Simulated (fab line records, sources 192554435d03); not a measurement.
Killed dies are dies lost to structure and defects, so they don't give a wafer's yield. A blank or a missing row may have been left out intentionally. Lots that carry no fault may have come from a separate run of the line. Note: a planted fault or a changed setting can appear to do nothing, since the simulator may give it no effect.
Problem report in the 8D (eight disciplines) form, filled by code    flow n5Finfet    the parts of the form that need people (team, actions taken, sign-off) are left out

== 1. THE PROBLEM ==
At N5_BEOL_M8_COAT_60, spinSpeedRpm averages 1643.9 rpm over 6 wafers from 2 lots, while fault-free wafers read 1499.8 rpm, standard deviation 0.89. So: +99 or more standard deviations from the usual mean.
The step: time 60 s, resist thk 35 nm.
Earliest sighting: wafer L630.1 on lithoTrack-05 at day 11 18:55. Wafers with a number at this step in the record: 36, from 12 lots. By rule, "out" or "out of limits" means more than 4 standard deviations away from the usual mean. The rest of the wafers with a number are treated as sound.

== 2. WHAT IT IS; WHAT IT IS NOT ==
question                     is                      is not
which readings at this step  spinSpeedRpm            -
which lots                   L630, L631              L620, L621, L625, L626, L628, L629, L633, L634, L640, L642
which wafers of those lots   all that have a number  -
read on which tools          lithoTrack-05           lithoTrack-02
when                         from day 11 18:55       up to then (18 sound wafers); but 12 sound wafers of L633, L634, L640, L642 came after

== 3. WHAT RULES OUT EACH SUSPECT ==
Counting: a tool stays on the suspect list if, at a process step up to the reading, it processed all lots that are out and no sound lot following the first of them.
- lithoTrack-05 at N5_BEOL_M8_COAT_60 (time 60 s, resist thk 35 nm): kept. It processed each lot that is out, first L630 at day 11 18:55, and no sound lot thereafter; up to then, the last sound lot it processed was L628 at day 11 13:01. Its own readings are out on those wafers: spinSpeedRpm.
Remaining after the count: lithoTrack-05 at N5_BEOL_M8_COAT_60.

== 4. THE CAUSE (what the simulator had put in) ==
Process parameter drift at N5_BEOL_M8_COAT_60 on lithoTrack-05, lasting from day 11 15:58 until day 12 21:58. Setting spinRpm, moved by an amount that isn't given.
The count eliminated every tool but this one.

== 5. THE EFFECT CHAIN, in route order ==
Each row: a reading whose mean over the struck wafers that have a number lies more than 3 standard deviations from the usual. Only readings whose record carries a usual standard deviation are examined. hours: median over the lots of the time between each lot's start at the first step of this table that gives one and its start at this step. sigmas: the change, counted in usual standard deviations.
hours  step                reading       usual       on struck wafers  change  sigmas
0      N5_BEOL_M8_COAT_60  spinSpeedRpm  1499.8 rpm  1643.9            +144.1  +99 or more
Its process steps:
- N5_BEOL_M8_COAT_60: time 60 s, resist thk 35 nm.

== 6. WHAT WOULD HAVE CAUGHT IT SOONER ==
First out-of-limits reading in this record: day 11 18:55, which is 3 hours after fault onset at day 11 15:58.
